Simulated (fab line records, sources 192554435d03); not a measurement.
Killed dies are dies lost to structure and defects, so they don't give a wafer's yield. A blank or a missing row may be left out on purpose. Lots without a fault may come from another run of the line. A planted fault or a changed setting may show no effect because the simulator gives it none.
Split-lot experiment | flow n5_finfet | 7 lots, 21 wafers read, on a route of 1938 steps

THE SPLIT
At N5_SD_EPI_N_EPI_21 (deposits Si:P, time 690 s), the setting epi_growth_time_s was moved away from the recipe's 690 s on 6 of the 21 wafers read, by -7.6% to +10.3%. The other wafers ran this setting at the recipe's value.

FROM THE SPLIT TO THE READING: what the file shows between them, 7 steps
- N5_SD_EPI_N_PRECLEAN_24: cleans in O3/DIW, time 60 s
- N5_SD_EPI_P_EPI_21: deposits SiGe:B, time 355 s
- N5_SD_EPI_P_HM_STRIP_48: strips SiNx in H3PO4, material SiNx, target depth 3 nm
- N5_SD_EPI_P_SRD_49: time 30 s
- N5_SD_EPI_P_PRECLEAN_24: cleans in O3/DIW, time 45 s
- N5_SD_ACTIVATION_RTA_00: time 0 s
- N5_SD_ACTIVATION_LSA_01: time 0.0008 s

THE READING
RS_SD_N, in ohm/sq, at N5_SD_ACTIVATION_RS_MEAS_03 (measures by four-point-probe). Fault-free wafers of this fab line usually give 21.83 ohm/sq, standard deviation 0.26 ohm/sq.

wafer  | tool, chamber at the split | epi_growth_time_s as run, s | against the recipe | RS_SD_N, ohm/sq | against lot-mates on the recipe
L074.3 | epi_rpcvd-04, 0            | 690                         | recipe             | 21.86           | -
L074.4 | epi_rpcvd-04, 0            | 690                         | recipe             | 21.80           | -
L074.6 | epi_rpcvd-04, 0            | 690                         | recipe             | 21.82           | -
L077.2 | epi_rpcvd-03, 0            | 690                         | recipe             | 21.61           | -
L077.4 | epi_rpcvd-03, 0            | 690                         | recipe             | 21.52           | -
L077.6 | epi_rpcvd-03, 0            | 690                         | recipe             | 21.32           | -
L079.4 | epi_rpcvd-01, 0            | 690                         | recipe             | 21.49           | -
L079.5 | epi_rpcvd-01, 0            | 690                         | recipe             | 21.82           | -
L079.6 | epi_rpcvd-01, 0            | 637.3                       | -7.6%              | 22.88           | +1.22
L082.1 | epi_rpcvd-01, 0            | 690                         | recipe             | 21.60           | -
L082.5 | epi_rpcvd-01, 0            | 761.4                       | +10.3%             | 20.32           | -1.19
L082.6 | epi_rpcvd-01, 0            | 690                         | recipe             | 21.42           | -
L085.3 | epi_rpcvd-03, 0            | 690                         | recipe             | 21.96           | -
L085.4 | epi_rpcvd-03, 0            | 690                         | recipe             | 21.88           | -
L085.6 | epi_rpcvd-03, 0            | 690                         | recipe             | 22.01           | -
L087.4 | epi_rpcvd-03, 0            | 745                         | +8.0%              | 20.74           | -1.25
L087.5 | epi_rpcvd-03, 0            | 690                         | recipe             | 21.99           | -
L087.6 | epi_rpcvd-03, 0            | 745                         | +8.0%              | 20.94           | -1.05
L092.1 | epi_rpcvd-04, 0            | 690                         | recipe             | 21.89           | -
L092.4 | epi_rpcvd-04, 0            | 654                         | -5.2%              | 22.58           | +0.69
L092.5 | epi_rpcvd-04, 0            | 654                         | -5.2%              | 22.79           | +0.90

THE FIT
A straight line over all 21 wafers: RS_SD_N changes by -0.138 ohm/sq for each +1% of epi_growth_time_s; r = -0.94; the points scatter about the line by 0.22 ohm/sq.
The same after taking each lot's own level away (the mean of its wafers on the recipe; 21 wafers): -0.14 ohm/sq for each +1%; r = -0.98; scatter 0.12 ohm/sq.
On that fit, the largest move of epi_growth_time_s shifts the reading by 1.4 ohm/sq.
The lots' own levels span 21.483 to 21.990 ohm/sq, that is 1.9 times the standard deviation above.
So the lot-to-lot level changes the slope little: the two slopes agree.
Check: with one of the wafers moved furthest among these (+10.3%) left out of the fit, the line predicts -1.54 ohm/sq for it against its lot-mates. It came out at -1.19 ohm/sq against them.

OTHER SPLITS ON THESE WAFERS
These wafers also went through other splits before the reading. Each is held against what the fit with the lots' levels taken away leaves over:
other split on the same wafers     | wafers away from the commonest value | r with RS_SD_N (lot level and that fit taken away)
N5_DUMMY_GATE_COAT_34 spin_rpm     | 8                                    | -0.14
N5_SD_EPI_N_ETCH_16 target_depth_a | 8                                    | -0.10

THE WHOLE CHAIN: every reading that the file lists as answering this split, in the file's order
step                        | what it does                                           | reading                                                                         | change (the file's fit)               | r (the file's)
N5_SD_EPI_N_EPI_21          | deposits Si:P, time 690 s                              | Si-P_of_SD_EPI_N_EPI_21.thk_nm (the simulator's own value, which no gauge read) | +0.402 nm for each +1% of the setting | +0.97
N5_SD_EPI_P_HM_STRIP_48     | strips SiNx in H3PO4, material SiNx, target depth 3 nm | Si-P_of_SD_EPI_N_EPI_21.thk_nm (the simulator's own value, which no gauge read) | +0.394 nm for each +1% of the setting | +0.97
N5_SD_ACTIVATION_RS_MEAS_03 | measures by four-point-probe                           | RS_SD_N                                                                         | -0.136 for each +1% of the setting    | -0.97

THE FILE'S OWN FIT
RS_SD_N changes by -0.136 ohm/sq for each +1% of epi_growth_time_s, r = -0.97.
